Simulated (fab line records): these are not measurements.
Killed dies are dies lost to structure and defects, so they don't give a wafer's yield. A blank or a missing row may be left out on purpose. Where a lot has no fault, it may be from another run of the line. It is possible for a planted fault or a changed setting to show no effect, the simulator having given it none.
Chamber matching + flow n5_finfet + N5_BEOL_M5_PRE_CLEAN_77 on cvd_co-01 has 3 sister chambers
The step time 15 s. 3 wafers are shown with their chamber, then 12 later ones without.

## WAFERS PAIRED WITH THEIR CHAMBERS
| wafer  | chamber | heater_power_w (W) |
|--------|---------|--------------------|
| L088.6 | 0       | 97                 |
| L090.3 | 1       | 96                 |
| L090.5 | 2       | 58                 |

## WAFERS WITHOUT THEIR CHAMBER
| wafer  | heater_power_w (W) |
|--------|--------------------|
| L093.1 | 98                 |
| L093.2 | 58                 |
| L093.3 | 99                 |
| L093.4 | 98                 |
| L093.5 | 59                 |
| L093.6 | 99                 |
| L095.2 | 100                |
| L095.4 | 60                 |
| L095.6 | 97                 |
| L096.1 | 95                 |
| L096.2 | 60                 |
| L096.6 | 99                 |

## WHICH CHAMBER EACH WENT THROUGH
| wafer  | from the rows above     | in truth |
|--------|-------------------------|----------|
| L093.1 | can't be placed: 0 or 1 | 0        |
| L093.2 | 2                       | 2        |
| L093.3 | can't be placed: 0 or 1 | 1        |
| L093.4 | can't be placed: 0 or 1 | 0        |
| L093.5 | 2                       | 2        |
| L093.6 | can't be placed: 0 or 1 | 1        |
| L095.2 | can't be placed: 0 or 1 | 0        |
| L095.4 | 2                       | 2        |
| L095.6 | can't be placed: 0 or 1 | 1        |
| L096.1 | can't be placed: 1 or 0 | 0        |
| L096.2 | 2                       | 2        |
| L096.6 | can't be placed: 0 or 1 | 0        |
Placed correctly: 4 of 12. These rows do not allow placing 8 (true chamber among the candidates in 8). Wrongly placed: 0.
How it was worked out, from the rows above alone: a wafer's distance from a chamber is the root of the sum, over the readings, of the square of ((its reading less the chamber's mean) divided by the reading's scatter). The wafer belongs to the nearest chamber; if the next one is less than 2 further off, it can't be placed. A chamber's mean is the mean of its shown wafers. The scatter: with one shown wafer a chamber, the root of the mean of the squares of how far each hidden wafer lies from its nearest shown one.
